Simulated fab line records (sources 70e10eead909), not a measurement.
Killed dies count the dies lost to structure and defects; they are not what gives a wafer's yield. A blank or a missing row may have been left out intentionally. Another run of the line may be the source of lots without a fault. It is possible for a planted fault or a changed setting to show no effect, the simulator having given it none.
Which tool was responsible? -- flow nand harc -- Sampling: 12 lots, 36 wafers, 6 of 1302 route steps

== WHAT EACH GAUGE READ, for each wafer ==
NHARC_A_ONON_D2_THK_MEAS_11: measures by ellipsometry.
lot,measured,on,thk nm (nm)
L215,day 13 04:38,film metro-02,997 994 997
L217,day 14 02:35,film metro-02,985 985 985
L222,day 16 04:02,film metro-01,994 994 994
L224,day 17 03:55,film metro-01,1025 1027 1026
L230,day 19 03:31,film metro-02,994 995 994
L229,day 19 03:29,film metro-01,999 1000 1000
L231,day 19 23:46,film metro-01,989 988 987
L232,day 19 23:46,film metro-02,1007 1007 1008
L233,day 20 13:32,film metro-01,998 999 999
L234,day 21 03:34,film metro-01,993 993 994
L235,day 21 09:23,film metro-01,1005 1006 1004
L236,day 21 20:33,film metro-01,984 988 985

NHARC_A_ONON_D2_THK_MEAS_21: measures by ellipsometry.
lot,measured,on,thk nm (nm)
L215,day 13 13:47,film metro-01,1013 1012 1011
L217,day 14 12:51,film metro-01,983 983 980
L222,day 16 18:08,film metro-01,1664 1663 1663
L224,day 17 12:48,film metro-01,1674 1671 1672
L230,day 19 12:56,film metro-01,1001 1000 1002
L229,day 19 12:56,film metro-02,1013 1012 1012
L231,day 20 08:55,film metro-01,1004 1004 1004
L232,day 20 08:55,film metro-02,997 998 998
L233,day 20 22:27,film metro-02,993 993 993
L234,day 21 12:04,film metro-02,996 995 998
L235,day 21 19:01,film metro-01,1002 1002 1001
L236,day 22 05:25,film metro-02,1012 1012 1012

NHARC_END_SORT_01.
lot,measured,on,killed at array,killed at other,killed at periphery,killed dies,killed open,killed short
L222,day 28 06:38,prober-01,675 675 672,0 0 3,2 2 2,677 677 677,4 3 4,3 1 1
L224,day 29 12:00,prober-01,673 673 674,0 0 0,4 4 3,677 677 677,2 6 5,0 3 2

== WHAT TOOL EACH LOT RAN ON (gives the tool, then ch and the chambers of the sampled wafers, and finally the start) ==
lot,NHARC_A_CHANNEL_FILL_D1_ETCHBACK_20,NHARC_A_CHANNEL_FILL_D1_STRIP_28,NHARC_A_ONON_D2_DEP_19
L215,"rie diel-03 ch 1,3, day 10 10:32","rie diel-03 ch 0,2, day 10 10:38","pecvd onon-03 ch 0, day 13 13:17"
L217,"rie diel-13 ch 0,2, day 11 12:52","rie diel-13 ch 1,2,3, day 11 12:58","pecvd onon-04 ch 0, day 14 12:20"
L222,"rie diel-03 ch 0,1,3, day 13 13:35","rie diel-03 ch 1,3, day 13 13:40","pecvd onon-03 ch 0, day 16 17:44"
L224,"rie diel-11 ch 1,2,3, day 14 12:37","rie diel-11 ch 1,2,3, day 14 12:43","pecvd onon-03 ch 0, day 17 12:20"
L230,"rie diel-11 ch 0,2,3, day 16 14:16","rie diel-11 ch 1,2,3, day 16 14:20","pecvd onon-04 ch 0, day 19 12:29"
L229,"rie diel-03 ch 1,2,3, day 16 14:16","rie diel-03 ch 0,2, day 16 14:20","pecvd onon-01 ch 0, day 19 12:29"
L231,"rie diel-03 ch 0,2, day 17 05:50","rie diel-03 ch 1,3, day 17 05:56","pecvd onon-03 ch 0, day 20 08:28"
L232,"rie diel-11 ch 1,2,3, day 17 15:19","rie diel-11 ch 0,1, day 17 15:25","pecvd onon-04 ch 0, day 20 08:25"
L233,"rie diel-13 ch 0,1,3, day 18 04:06","rie diel-13 ch 0,2,3, day 18 04:12","pecvd onon-03 ch 0, day 20 21:56"
L234,"rie diel-11 ch 0,3, day 18 15:53","rie diel-11 ch 0,2, day 18 16:00","pecvd onon-04 ch 0, day 21 11:34"
L235,"rie diel-03 ch 0,2,3, day 18 23:50","rie diel-03 ch 0,2,3, day 18 23:55","pecvd onon-01 ch 0, day 21 18:31"
L236,"rie diel-13 ch 1,2,3, day 19 08:46","rie diel-13 ch 1,2,3, day 19 08:52","pecvd onon-01 ch 0, day 22 04:54"
- NHARC_A_CHANNEL_FILL_D1_ETCHBACK_20: etches the open film in C4F8/O2/Ar, target depth 27 nm, time 13.5 s.
- NHARC_A_CHANNEL_FILL_D1_STRIP_28: strips in O2, time 20 s.
- NHARC_A_ONON_D2_DEP_19: target thk 1000 nm.

== AS READ BY THE TOOLS THEMSELVES (means over the sampled wafers that have a number; for cases with no such wafer, the mark the record gives instead) ==
NHARC_A_CHANNEL_FILL_D1_ETCHBACK_20.
lot,tool,chamber pressure mTorr (mTorr),oes product au (a.u.),rf fwd power W (W),rf vpp V (V)
L215,rie diel-03,24.994,0.93,584.5,978
L217,rie diel-13,24.994,0.97,587.3,977
L222,rie diel-03,25.011,0.99,588.1,981
L224,rie diel-11,25.021,1.00,584.0,984
L230,rie diel-11,25.004,0.92,584.0,980
L229,rie diel-03,25.012,0.92,586.6,980
L231,rie diel-03,25.014,0.90,587.7,983
L232,rie diel-11,25.002,0.93,585.8,984
L233,rie diel-13,24.984,1.01,589.0,974
L234,rie diel-11,25.018,0.93,585.5,978
L235,rie diel-03,25.003,0.91,587.1,982
L236,rie diel-13,25.003,0.93,589.2,977

NHARC_A_CHANNEL_FILL_D1_STRIP_28.
lot,tool,chamber pressure mTorr (mTorr),drypump motor current A (A),oes product au (a.u.),rf vpp V (V),showerhead plenum p Torr (Torr),throttle valve pct (%)
L215,rie diel-03,59.99,5.6,0.986,58.5,3.70,17.028
L217,rie diel-13,60.01,5.8,1.004,57.9,3.52,17.033
L222,rie diel-03,60.01,5.9,1.002,58.2,3.50,17.040
L224,rie diel-11,59.95,6.2,1.005,57.7,3.66,17.037
L230,rie diel-11,59.97,6.2,1.008,58.3,3.66,17.028
L229,rie diel-03,60.01,5.6,0.983,57.5,3.70,17.034
L231,rie diel-03,59.99,6.0,0.991,57.9,3.49,17.026
L232,rie diel-11,59.99,6.3,1.018,58.2,3.62,17.038
L233,rie diel-13,59.98,5.7,1.014,57.2,3.46,17.037
L234,rie diel-11,59.95,5.8,1.000,57.4,3.50,17.030
L235,rie diel-03,59.96,5.6,0.995,57.9,3.63,17.033
L236,rie diel-13,60.01,5.7,1.016,58.0,3.52,17.035

NHARC_A_ONON_D2_DEP_19.
lot,tool,susceptor temp C (C)
L215,pecvd onon-03,400.48
L217,pecvd onon-04,400.01
L222,pecvd onon-03,399.88
L224,pecvd onon-03,399.97
L230,pecvd onon-04,400.16
L229,pecvd onon-01,400.16
L231,pecvd onon-03,399.76
L232,pecvd onon-04,400.25
L233,pecvd onon-03,399.96
L234,pecvd onon-04,399.84
L235,pecvd onon-01,400.21
L236,pecvd onon-01,399.84

== THE ANSWER, worked out from the rows above alone ==
Rule: usual is defined by the lots themselves. Put in order of their means at a reading, lots are off if they are a third of the lots or fewer, leave a main group of 4 or more, and stand apart from it by a gap of 3 or more times the standard deviation of the main group's means; of several such gaps the widest counts. The tables above print the reading to a certain number of digits; a main group whose means all agree to those digits is not used. A lot without any number at a reading at which 4 lots or more have one is off too. Any other lot the step has rows for is counted as sound. After the gauges, taken in route order, come the tools' own readings; for these a lot's mean is taken, as printed above. The first step at which some lot is off is used, and at that step the reading that is off furthest; a lot without a number counts as furthest.
Off: L222, L224 (NHARC_A_ONON_D2_THK_MEAS_21, thk nm). The main group has a mean of 1001 nm with a standard deviation of 9.2.
If a tool, at a process step before that reading, ran all the lots that are off and no sound lot after the first of them, it fits. Not tried: the gauges at NHARC_A_ONON_D2_THK_MEAS_21; whatever is off there is also off at NHARC_A_CHANNEL_FILL_D1_ETCHBACK_20, on other tools, and gauge error can't account for it. None of those tried fits.

== WHAT THE SIMULATOR HAD PUT IN ==
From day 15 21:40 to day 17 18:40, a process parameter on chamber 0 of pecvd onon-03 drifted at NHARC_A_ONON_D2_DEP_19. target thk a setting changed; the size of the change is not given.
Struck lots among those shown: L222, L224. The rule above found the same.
